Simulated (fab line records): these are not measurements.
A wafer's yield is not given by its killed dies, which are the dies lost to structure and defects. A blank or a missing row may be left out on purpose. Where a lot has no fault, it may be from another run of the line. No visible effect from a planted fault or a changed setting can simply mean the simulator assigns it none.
Struck lot and sound lot, side by side	flow nandHarc	18 steps out of a route of 1159
Sound: wafers L346.1, L346.3, L346.5. The struck wafers were L356.2, L356.4, L356.5. The cause is named last.
Each step with rows lists, per side, the tool, then ch with its chambers, then its first start. Under that, the readings that differ: sound wafers	struck wafers	difference of the means	sigmas: that difference in standard deviations of wafers without a fault.
alike: readings with means less than 2 such deviations apart, plus words and numbers identical on both sides. not compared: withheld readings, readings lacking a value on some wafer, bounds such as >300 that could conceal the same value, and numbers that have no deviation in the record and whose values overlap.
A row with sigmas, a row that says differs or no value, or rows on one side alone: a step with any of these is where the two part. Numbers that have no deviation but don't overlap get no sigmas and don't part them. Lack of a reading on every wafer of one side parts them only where that side has two or more wafers.

NHARC_P_ZERO_WELL_CD_MEAS_11 targets a cd of 500 nm.
  sound on cdSem-02 ch 0, day 1 19:21; struck on cdSem-03 ch 0, day 4 07:14
  alike: cdNm
then, 1 step without rows for these wafers: NHARC_P_ZERO_WELL_HARDBAKE_12 (time 65 s).
NHARC_P_ZERO_WELL_DESCUM_13: chemistry O2, time 3 s.
  sound on rieDiel-05 ch 0,2,3, day 1 19:32; struck on rieDiel-05 ch 0,1,2, day 4 07:24
  alike: drypumpMotorCurrentA, o2FlowSccm, oesProductAu, rfVppV, showerheadPlenumPTorr, throttleValvePct
  not compared: rfHoursCounterH
NHARC_P_ZERO_WELL_ETCH_65: etches the open film in N2/H2, target depth 80 nm, overetch 24 nm, time 87.88 s.
  sound on rieDiel-05 ch 0,1, day 1 19:36; struck on rieDiel-05 ch 0,3, day 4 07:29
  alike: biasW, drypumpMotorCurrentA, oesProductAu, rfVppV, showerheadPlenumPTorr, throttleValvePct
  not compared: rfHoursCounterH
NHARC_P_ZERO_WELL_ETCH_62: etches the open film in CHF3/Ar, target depth 13 nm, time 6.5 s.
  sound on rieDiel-05 ch 0,1,3; struck on rieDiel-05 ch 1,2,3
  alike: biasW, drypumpMotorCurrentA, oesProductAu, rfVppV, showerheadPlenumPTorr, throttleValvePct
  not compared: rfHoursCounterH
NHARC_P_ZERO_WELL_ETCH_63: etches the open film in HBr/Cl2, target depth 120 nm, time 40.1 s.
  sound on rieSi-05 ch 1,2,3, day 1 20:13; struck on rieSi-03 ch 2,3, day 4 07:39
  alike: biasW, drypumpMotorCurrentA, oesProductAu, throttleValvePct
  not compared: rfHoursCounterH
then, 6 steps without rows for these wafers: NHARC_P_ZERO_WELL_STRIP_15 (strips in SPM, time 900 s); NHARC_P_ZERO_WELL_DEHYDRATE_16 (time 120 s); NHARC_P_ZERO_WELL_HMDS_17 (time 30 s); NHARC_P_ZERO_WELL_COAT_18; NHARC_P_ZERO_WELL_SOFTBAKE_19 (time 95 s); NHARC_P_ZERO_WELL_EBR_20.
NHARC_P_ZERO_WELL_EXPOSE_21: exposes mask P NWELL, target cd 720 nm.
  sound on krfScanner-02 ch 0, day 1 20:59; struck on krfScanner-02 ch 0, day 4 08:26
reading	sound	struck	difference	sigmas
mask	P_NWELL#0 P_NWELL#0 P_NWELL#0	P_PWELL#0 P_PWELL#0 P_PWELL#0	differs	
  alike: exposureDoseMJCm2
then, 2 steps without rows for these wafers: NHARC_P_ZERO_WELL_PEB_22 (peb time 85 s); NHARC_P_ZERO_WELL_DEVELOP_23 (time 70 s).
NHARC_P_ZERO_WELL_CD_MEAS_24 targets a cd of 720 nm.
  sound on cdSem-03 ch 0, day 1 21:09; struck on cdSem-01 ch 0, day 4 08:35
reading	sound	struck	difference	sigmas
cdNm (nm)	721.8 723.6 721.1	- - -	no value on the struck wafers	
then, 1 step without rows for these wafers: NHARC_P_ZERO_WELL_HARDBAKE_25 (time 80 s).
-- jump in the record: it breaks off in module P_ZERO_WELL and resumes in module END (first step shown: number 1159 of the route), and 18 days separate the struck wafers' starts before and after --
NHARC_END_SORT_01:
  at this point the record logs the struck wafers (prober-01 ch 0, day 22 19:49) and has no rows for the sound ones

WHERE THEY PART
Last at NHARC_END_SORT_01 as far as this record goes, first at NHARC_P_ZERO_WELL_EXPOSE_21.

WHY: whatever the simulator had introduced
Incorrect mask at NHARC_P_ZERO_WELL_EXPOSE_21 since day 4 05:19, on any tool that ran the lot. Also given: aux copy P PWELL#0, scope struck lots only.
